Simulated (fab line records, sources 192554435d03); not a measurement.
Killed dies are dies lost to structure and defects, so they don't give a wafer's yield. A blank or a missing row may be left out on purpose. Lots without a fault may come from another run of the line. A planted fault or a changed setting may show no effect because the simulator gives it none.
Chamber matching | flow n5_finfet | N5_SD_EPI_P_ETCH_36 on rie_diel-06: 4 sister chambers
The step etches SiARC in CF4, target depth 45.5 nm, time 75.8 s. 14 wafers are shown with their chamber, then 7 later ones without.

WAFERS WITH THEIR CHAMBER
wafer  | chamber | throttle_valve_pct (%) | oes_product_au (a.u.) | etch_rf_on_time_s (s)
L076.1 | 0       | 15.24                  | 0.80                  | 76.9
L076.2 | 1       | 15.54                  | 0.62                  | 79.2
L076.4 | 3       | 15.64                  | 0.66                  | 77.1
L079.1 | 3       | 15.66                  | 0.66                  | 75.7
L079.2 | 0       | 15.25                  | 0.78                  | 76.3
L079.6 | 3       | 15.67                  | 0.66                  | 75.8
L080.1 | 2       | 15.83                  | 0.66                  | 73.4
L080.2 | 3       | 15.69                  | 0.66                  | 75.8
L080.4 | 1       | 15.56                  | 0.62                  | 77.2
L082.4 | 1       | 15.57                  | 0.63                  | 76.2
L082.5 | 0       | 15.28                  | 0.77                  | 75.8
L082.6 | 3       | 15.67                  | 0.66                  | 74.9
L083.1 | 2       | 15.85                  | 0.65                  | 73.0
L083.2 | 1       | 15.55                  | 0.62                  | 76.1

SIGNATURES (means of the wafers above)
reading            | chamber 0 | chamber 1 | chamber 2 | chamber 3 | scatter within a chamber
throttle_valve_pct | 15.2567   | 15.5550   | 15.8400   | 15.6660   | 0.017
oes_product_au     | 0.7833    | 0.6225    | 0.6550    | 0.6600    | 0.00769
etch_rf_on_time_s  | 76.333    | 77.175    | 73.200    | 75.860    | 0.969
Rule: a wafer's distance from a chamber is the root of the sum, over the readings, of the square of ((its reading less the chamber's mean) divided by the reading's scatter). The wafer belongs to the nearest chamber; if the next one is less than 2 further off, it can't be placed. The scatter: the root of (the sum of the squares of (reading less its chamber's mean) over the shown wafers, divided by (wafers less chambers)).

WAFERS WITHOUT THEIR CHAMBER
wafer  | throttle_valve_pct (%) | oes_product_au (a.u.) | etch_rf_on_time_s (s)
L083.6 | 15.68                  | 0.65                  | 75.7
L089.3 | 15.88                  | 0.64                  | 73.6
L089.5 | 15.60                  | 0.61                  | 76.6
L089.6 | 15.87                  | 0.65                  | 72.2
L092.2 | 15.60                  | 0.61                  | 76.6
L092.3 | 15.88                  | 0.64                  | 73.2
L092.4 | 15.30                  | 0.75                  | 76.6

WHICH CHAMBER EACH WENT THROUGH
wafer  | from the rows above | in truth
L083.6 | 3                   | 3
L089.3 | 2                   | 2
L089.5 | 1                   | 1
L089.6 | 2                   | 2
L092.2 | 1                   | 1
L092.3 | 2                   | 2
L092.4 | 0                   | 0
Placed correctly: 7 of 7. Can't be placed from these rows: 0. Placed wrongly: 0.
